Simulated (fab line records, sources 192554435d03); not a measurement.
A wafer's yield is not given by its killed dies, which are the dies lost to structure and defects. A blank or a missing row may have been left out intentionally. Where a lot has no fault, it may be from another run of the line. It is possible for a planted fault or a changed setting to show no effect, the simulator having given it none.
fab line records	flow n5Finfet	part 2 of 2: steps 19 to 19 of 19
[record] lots = 6	wafers = 18	lastDay = 18
route steps=1938 shown BEOL_M0_CUTY@701 BEOL_M0@715 BEOL_M4@1111 PASSIVATION@1936
lots that met no fault: taken from a fault-free run of the same line
startH: the number of hours between the record's first day and the start of the first shown wafer of the lot	waitH: how many hours have passed since the lot's step before this one	" the same as in the row above	L1.1+2: a row that stands for several wafers	- no value present, or no start provided	* or withheld: withheld	< > ~ a bound
route shown NAME@n: names a module that has steps shown in the file, with the first one's number in the route	usual: average and standard deviation across the fault-free wafers	same: alike in all rows	chamber/n: place in a boat	sites: per-site readings	_std_site: how widely they spread, as a standard deviation	_edge_site: mean of outer sites minus mean of inner sites	radiusMm: how far each site lies from the wafer's centre	mask NAME#n: copy n	behind: the last tool/chamber to shape the wafer	hold: reason for holding the lot/hours on hold/outcome of the hold	device: transistor that didn't switch, given as n, p or np	end of line: the route-end tests of the same wafers	a step with no rows: only its recipe	killed: not the wafer's yield, but the dies lost to structure and defects at the first sort	map: a wafer's dies, marking killed ones x, the rest . and places with no die _
set.NAME: the run value of the setting; set.NAME@STEP: its run value at that earlier step	model.NAME: the simulator's own value behind a step, which no gauge read
lots at selected steps of the route; one table per step, one row per wafer
services: when a tool's chamber went out of use (startH, in hours from the record's first day, below 0 if earlier), for how many hours, and the reason
[[steps]]
[step N5_PASSIVATION_PROBE_49]
[usual] defectLimitedYield = 91.0/1.5	killed_at_M0_to_M3 = 35/11	killed_at_M4_up = 13/5	killedAtContacts = 12/5.9	killedAtFrontEnd = 42/13	killedAtOther = 3/3.2	killedDies = 106/18	killedOnRim = 14/4.2	killedOpen = 69/13	killedShort = 35/8.9	sort_bin_5_function = 5.2/0.95	sort_bin_6_memory = 3.3/0.71	sortNPass = 1074/18	sortYieldPct = 91.0/1.5
[same] grossDies = 1180	killedAtBackSide = 0	sort_bin_4_leakage[%] = 0	sort_bin_8_speed[%] = 0
lot.wafer	tool	chamber	startH	waitH	defectLimitedYield[%]	killed_at_M0_to_M3	killed_at_M4_up	killedAtContacts	killedAtFrontEnd	killedAtOther	killedDies	killedOnRim	killedOpen	killedShort	sort_bin_5_function[%]	sort_bin_6_memory[%]	sortNPass	sortYieldPct[%]
L589.3	prober-01	-	291.35	0.1	92.1	23	27	6	28	9	93	11	60	33	4.7	3.0	1087	92.1
L589.4	prober-01	-	291.40	0.2	87.9	40	18	9	67	9	143	19	89	49	6.7	4.4	1037	87.9
L589.5	prober-01	-	291.45	0.2	88.2	25	19	13	78	4	139	15	87	51	6.5	4.6	1041	88.2
L588.1	prober-02	-	304.70	0.0	90.1	47	14	17	38	1	117	21	85	31	6.0	3.7	1063	90.1
L588.4	prober-02	-	304.85	0.2	89.9	50	11	13	42	3	119	12	76	43	5.5	4.3	1061	89.9
L588.6	prober-02	-	304.95	0.3	89.8	49	14	17	39	1	120	18	82	38	6.0	3.7	1060	89.8
L598.2	prober-01	-	366.89	0.1	92.5	37	6	3	37	5	88	7	61	27	4.1	3.1	1092	92.5
L598.3	prober-01	-	366.94	0.1	90.1	44	23	9	35	6	117	13	82	34	6.0	3.6	1063	90.1
L598.4	prober-01	-	366.99	0.2	93.5	32	8	3	29	5	77	8	48	27	4.0	2.3	1103	93.5
L601.2	prober-01	-	409.06	0.1	91.9	30	9	8	47	1	95	9	59	30	4.5	3.0	1085	91.9
L601.3	prober-01	-	409.11	0.1	90.8	24	10	15	59	0	108	19	79	28	5.3	3.6	1072	90.8
L601.4	prober-01	-	409.16	0.2	90.4	32	19	14	46	2	113	7	73	33	5.6	3.7	1067	90.4
L605.3	prober-02	-	414.19	0.1	90.1	40	18	6	50	3	117	21	76	31	5.8	2.8	1063	90.1
L605.5	prober-02	-	414.29	0.2	91.4	27	16	8	48	3	102	16	67	30	5.0	3.1	1078	91.4
L605.6	prober-02	-	414.34	0.3	90.8	31	10	10	55	3	109	24	68	28	4.7	3.6	1071	90.8
L606.1	prober-01	-	425.28	0.0	91.3	32	15	8	45	3	103	18	63	39	5.3	2.7	1077	91.3
L606.2	prober-01	-	425.33	0.1	94.1	20	12	6	29	3	70	10	41	25	3.6	1.9	1110	94.1
L606.3	prober-01	-	425.38	0.1	94.3	14	7	14	27	5	67	8	51	15	3.6	2.0	1113	94.3
// killed by level:class
L589.3 FIN_SAQP:geometricParticle:short=9 BEOL_M4:geometricParticle:open=9 BEOL_M0_SAQP:geometricParticle:short=8 BEOL_M5:geometricParticle:open=7 BEOL_M2:geometricParticle:open=6 BEOL_M5:geometricParticle:short=6 FIN_SAQP:geometricParticle:open=5 MIM_TOP_ETCH:geometricParticle:open=5
L589.4 FIN_SAQP:geometricParticle:open=24 FIN_SAQP:geometricParticle:short=18 MOL_CONTACT_COAG:geometricParticle:open=9 BEOL_M4:geometricParticle:open=9 BEOL_M0_SAQP:geometricParticle:open=8 BEOL_M3:geometricParticle:open=8 DUMMY_GATE:geometricParticle:open=7 BEOL_M0_SAQP:geometricParticle:short=6
L589.5 FIN_SAQP:geometricParticle:open=28 FIN_SAQP:geometricParticle:short=17 STI_FIN_REVEAL:geometricParticle:open=11 MOL_CONTACT_COAG:geometricParticle:open=11 BEOL_M0_SAQP:geometricParticle:open=11 BEOL_M0_SAQP:geometricParticle:short=8 BEOL_M5:geometricParticle:open=7 DUMMY_GATE:geometricParticle:open=5
L588.1 BEOL_M1:geometricParticle:open=21 MOL_CONTACT_COAG:geometricParticle:open=13 STI_FIN_REVEAL:geometricParticle:open=9 FIN_SAQP:geometricParticle:open=8 BEOL_M3:geometricParticle:open=6 BEOL_M4:geometricParticle:open=6 DUMMY_GATE:geometricParticle:open=5 BEOL_M0_SAQP:geometricParticle:open=5
L588.4 STI_FIN_REVEAL:geometricParticle:open=13 FIN_SAQP:geometricParticle:short=12 BEOL_M0_SAQP:geometricParticle:short=12 BEOL_M0_SAQP:geometricParticle:open=10 MOL_CONTACT_COAG:geometricParticle:open=9 BEOL_M2:geometricParticle:open=7 BEOL_M3:geometricParticle:open=6 BEOL_M1:geometricParticle:open=5
L588.6 BEOL_M0_SAQP:geometricParticle:short=15 MOL_CONTACT_COAG:geometricParticle:open=13 BEOL_M0_SAQP:geometricParticle:open=9 BEOL_M3:geometricParticle:open=9 STI_FIN_REVEAL:geometricParticle:open=8 BEOL_M1:geometricParticle:open=8 FIN_SAQP:geometricParticle:open=7 STARTING-WAFER:geometricParticle:open=6
L598.2 BEOL_M0_SAQP:geometricParticle:open=11 BEOL_M2:geometricParticle:open=8 DUMMY_GATE:geometricParticle:open=7 DUMMY_GATE:geometricParticle:short=7 BEOL_M1:geometricParticle:open=5 FIN_SAQP:geometricParticle:open=4 STI_FIN_REVEAL:geometricParticle:open=4 BEOL_M0_SAQP:geometricParticle:short=4
L598.3 BEOL_M4:geometricParticle:open=16 DUMMY_GATE:geometricParticle:open=11 BEOL_M0_SAQP:geometricParticle:open=11 MOL_CONTACT_COAG:geometricParticle:open=8 BEOL_M0_SAQP:geometricParticle:short=8 BEOL_M3:geometricParticle:open=8 BEOL_M2:geometricParticle:open=6 STI_FIN_REVEAL:geometricParticle:open=4
L598.4 BEOL_M2:geometricParticle:open=9 STI_FIN_REVEAL:geometricParticle:open=8 GATE_CUT:geometricParticle:short=6 BEOL_M1:geometricParticle:open=6 BEOL_M3:geometricParticle:open=6 FIN_SAQP:geometricParticle:short=4 BEOL_M2:geometricParticle:short=3 MOL_CONTACT_COAG:geometricParticle:open=3
L601.2 STI_FIN_REVEAL:geometricParticle:open=7 FIN_SAQP:geometricParticle:open=6 FIN_SAQP:geometricParticle:short=6 BEOL_M3:geometricParticle:open=6 MOL_CONTACT_COAG:geometricParticle:open=6 BEOL_M0_SAQP:geometricParticle:open=5 BEOL_M0:geometricParticle:open=5 ILD0:geometricParticle:short=4
L601.3 FIN_SAQP:geometricParticle:open=18 MOL_CONTACT_COAG:geometricParticle:open=13 FIN_SAQP:geometricParticle:short=9 STI_FIN_REVEAL:geometricParticle:open=7 BEOL_M2:geometricParticle:open=6 DUMMY_GATE:geometricParticle:open=5 BEOL_M0_SAQP:geometricParticle:open=5 BEOL_M1:geometricParticle:open=5
L601.4 FIN_SAQP:geometricParticle:open=23 MOL_CONTACT_COAG:geometricParticle:open=10 FIN_SAQP:geometricParticle:short=8 BEOL_M4:geometricParticle:open=8 BEOL_M2:geometricParticle:open=7 BEOL_M0:geometricParticle:open=5 BEOL_M2:geometricParticle:short=5 BEOL_M3:geometricParticle:open=4
L605.3 BEOL_M0_SAQP:geometricParticle:short=10 HKMG_FIN:areaEtch=10 STI_FIN_REVEAL:geometricParticle:open=9 BEOL_M3:geometricParticle:open=9 BEOL_M0_SAQP:geometricParticle:open=9 BEOL_M4:geometricParticle:open=9 FIN_SAQP:geometricParticle:open=8 MOL_CONTACT_COAG:geometricParticle:open=5
L605.5 DUMMY_GATE:geometricParticle:open=11 FIN_SAQP:geometricParticle:open=10 FIN_SAQP:geometricParticle:short=8 MOL_CONTACT_COAG:geometricParticle:open=7 BEOL_M4:geometricParticle:open=7 BEOL_M0_SAQP:geometricParticle:open=6 BEOL_M0_SAQP:geometricParticle:short=5 BEOL_M3:geometricParticle:open=5
L605.6 FIN_SAQP:geometricParticle:open=12 HKMG_FIN:areaEtch=11 BEOL_M3:geometricParticle:open=10 STI_FIN_REVEAL:geometricParticle:open=8 MOL_CONTACT_COAG:geometricParticle:open=8 BEOL_M0_SAQP:geometricParticle:open=6 BEOL_M2:geometricParticle:open=6 BEOL_M4:geometricParticle:open=6
L606.1 FIN_SAQP:geometricParticle:short=13 BEOL_M3:geometricParticle:open=8 BEOL_M1:geometricParticle:open=7 BEOL_M2:geometricParticle:open=7 MOL_CONTACT_COAG:geometricParticle:open=6 BEOL_M5:geometricParticle:open=5 GATE_CUT:geometricParticle:short=4 BEOL_M4:geometricParticle:open=4
L606.2 FIN_SAQP:geometricParticle:short=7 BEOL_M2:geometricParticle:open=7 MOL_CONTACT_COAG:geometricParticle:open=6 STARTING-WAFER:geometricParticle:short=5 STI_FIN_REVEAL:geometricParticle:open=4 BEOL_M3:geometricParticle:open=4 BEOL_M4:geometricParticle:open=4 BEOL_M8:geometricParticle:open=4
L606.3 MOL_CONTACT_COAG:geometricParticle:open=14 FIN_SAQP:geometricParticle:short=7 FIN_SAQP:geometricParticle:open=5 BEOL_M3:geometricParticle:open=4 STI_FIN_REVEAL:geometricParticle:open=3 GATE_CUT:geometricParticle:open=3 BEOL_M2:geometricParticle:open=3 BEOL_M4:geometricParticle:open=3
[[services]]
tool	chamber	startH	hours	kind
rieMetal-03	1	93.27	4.2	repair
rieDiel-03	-	111.08	2.8	pm
rieDiel-04	3	128.01	-	clean
rieDiel-04	3	128.01	-	consumableReplace:focusRing
rieDiel-04	3	128.01	-	consumableReplace:showerhead
rieDiel-04	3	128.01	28.4	scheduledDown
rieDiel-01	0	128.11	-	clean
rieDiel-01	0	128.11	-	consumableReplace:focusRing
rieMetal-03	1	139.92	7.6	repair
rieDiel-03	1	141.39	6.8	repair
rieMetal-03	0	143.97	12.3	repair
rieDiel-03	0	149.41	9.5	repair
rieDiel-01	1	153.53	-	clean
rieDiel-01	1	153.53	-	consumableReplace:focusRing
rieDiel-01	1	153.53	22.3	scheduledDown
rieDiel-01	1	153.53	22.3	ventCycle
rieDiel-04	2	165.85	1.5	repair
rieDiel-04	0	170.71	17.3	repair
rieDiel-01	3	183.63	4.1	repair
rieDiel-01	2	208.41	-	clean
rieDiel-01	2	208.41	-	consumableReplace:focusRing
rieDiel-01	2	208.41	-	consumableReplace:showerhead
rieDiel-01	2	208.41	16.5	scheduledDown
rieDiel-01	2	208.41	16.5	ventCycle
